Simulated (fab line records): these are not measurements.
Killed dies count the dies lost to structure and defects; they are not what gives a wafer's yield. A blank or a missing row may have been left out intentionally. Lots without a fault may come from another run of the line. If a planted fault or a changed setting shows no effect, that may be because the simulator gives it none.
Matching of chambers / flow n5 finfet / 4 sister chambers for N5_BEOL_M14_STRIP_37 on rie diel-04
The step strips in O2. 4 wafers are shown with their chamber, then 12 later ones without.

== WAFERS, EACH WITH ITS CHAMBER ==
wafer=L080.5; chamber=3; throttle valve pct (%)=16.85
wafer=L093.1; chamber=1; throttle valve pct (%)=16.62
wafer=L093.2; chamber=2; throttle valve pct (%)=16.44
wafer=L093.3; chamber=0; throttle valve pct (%)=16.11

== WAFERS WHOSE CHAMBER IS MISSING ==
wafer=L093.4; throttle valve pct (%)=16.41
wafer=L093.5; throttle valve pct (%)=16.16
wafer=L093.6; throttle valve pct (%)=16.59
wafer=L092.1; throttle valve pct (%)=16.37
wafer=L092.2; throttle valve pct (%)=16.11
wafer=L092.3; throttle valve pct (%)=16.59
wafer=L092.4; throttle valve pct (%)=16.61
wafer=L092.5; throttle valve pct (%)=16.14
wafer=L092.6; throttle valve pct (%)=16.42
wafer=L094.3; throttle valve pct (%)=16.17
wafer=L094.5; throttle valve pct (%)=16.11
wafer=L094.6; throttle valve pct (%)=16.64

== THE CHAMBER EACH PASSED THROUGH ==
wafer=L093.4; from the rows above=2; in truth=2
wafer=L093.5; from the rows above=0; in truth=0
wafer=L093.6; from the rows above=1; in truth=1
wafer=L092.1; from the rows above=2; in truth=2
wafer=L092.2; from the rows above=0; in truth=0
wafer=L092.3; from the rows above=1; in truth=1
wafer=L092.4; from the rows above=1; in truth=1
wafer=L092.5; from the rows above=0; in truth=0
wafer=L092.6; from the rows above=2; in truth=2
wafer=L094.3; from the rows above=0; in truth=0
wafer=L094.5; from the rows above=0; in truth=0
wafer=L094.6; from the rows above=1; in truth=1
12 of 12 placed correctly. Left unplaced by these rows: 0. Wrongly placed: 0.
How it was worked out, from the rows above alone: a wafer's distance from a chamber is the root of the sum, over the readings, of the square of ((its reading less the chamber's mean) divided by the reading's scatter). The wafer belongs to the nearest chamber; if the next one is less than 2 further off, it can't be placed. The mean given for a chamber averages the wafers shown for that chamber. The scatter: root of mean squared gap, hidden wafer to nearest shown wafer, with one shown wafer a chamber.
